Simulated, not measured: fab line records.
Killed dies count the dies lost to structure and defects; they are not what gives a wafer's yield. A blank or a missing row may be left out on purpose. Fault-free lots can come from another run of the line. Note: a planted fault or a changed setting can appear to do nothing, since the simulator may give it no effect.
Chamber matching | flow n5_finfet | N5_HKMG_FIN_STRIP_89 on rie_diel-01 has 4 sister chambers
The step strips SOC in N2/H2, time 20 s. 16 wafers are shown with their chamber, then 8 later ones without.

## EACH WAFER AND ITS CHAMBER
wafer  | chamber | showerhead_plenum_p_Torr (Torr) | throttle_valve_pct (%) | drypump_motor_current_A (A)
L075.1 | 1       | 3.17                            | 18.4                   | 5.8
L075.3 | 2       | 3.59                            | 18.9                   | 5.2
L075.4 | 3       | 3.46                            | 19.1                   | 6.6
L077.1 | 0       | 3.52                            | 18.6                   | 6.4
L077.3 | 2       | 3.59                            | 18.9                   | 5.2
L077.6 | 3       | 3.46                            | 19.1                   | 6.6
L080.2 | 3       | 3.45                            | 19.1                   | 6.6
L080.4 | 1       | 3.16                            | 18.4                   | 5.8
L080.5 | 3       | 3.45                            | 19.1                   | 6.6
L084.2 | 1       | 3.16                            | 18.4                   | 5.7
L084.3 | 3       | 3.45                            | 19.1                   | 6.6
L084.5 | 2       | 3.58                            | 19.0                   | 5.2
L085.3 | 0       | 3.52                            | 18.6                   | 6.3
L085.5 | 2       | 3.58                            | 19.0                   | 5.2
L085.6 | 3       | 3.44                            | 19.1                   | 6.6
L088.1 | 2       | 3.58                            | 19.0                   | 5.2

SIGNATURES, as means of the wafers listed above
reading                  | chamber 0 | chamber 1 | chamber 2 | chamber 3 | scatter within a chamber
showerhead_plenum_p_Torr | 3.5200    | 3.1633    | 3.5840    | 3.4517    | 0.00626
throttle_valve_pct       | 18.600    | 18.400    | 18.960    | 19.100    | 0.0316
drypump_motor_current_A  | 6.350     | 5.767     | 5.200     | 6.600     | 0.0312
Rule: for a wafer and a chamber, the distance is found by dividing, reading by reading, the gap between the wafer's reading and the chamber's mean by the reading's scatter, squaring, summing and taking the root. If the next closest chamber is less than 2 further off than the closest, the wafer can't be placed; otherwise it belongs to the closest. The scatter is the square root of a quotient: the sum, over the shown wafers, of each reading's squared deviation from its chamber's mean, divided by wafers minus chambers.

## WAFERS WITH NO CHAMBER GIVEN
wafer  | showerhead_plenum_p_Torr (Torr) | throttle_valve_pct (%) | drypump_motor_current_A (A)
L088.4 | 3.44                            | 19.1                   | 6.6
L088.5 | 3.15                            | 18.4                   | 5.8
L092.3 | 3.57                            | 19.0                   | 5.2
L092.4 | 3.15                            | 18.4                   | 5.8
L092.6 | 3.57                            | 19.0                   | 5.2
L096.1 | 3.44                            | 18.7                   | 6.6
L096.5 | 3.50                            | 18.6                   | 6.3
L096.6 | 3.57                            | 19.0                   | 5.2

## EACH ONE'S CHAMBER
wafer  | from the rows above | in truth
L088.4 | 3                   | 3
L088.5 | 1                   | 1
L092.3 | 2                   | 2
L092.4 | 1                   | 1
L092.6 | 2                   | 2
L096.1 | 3                   | 3
L096.5 | 0                   | 0
L096.6 | 2                   | 2
8 of 8 placed correctly. Not placeable from these rows: 0. 0 placed wrongly.
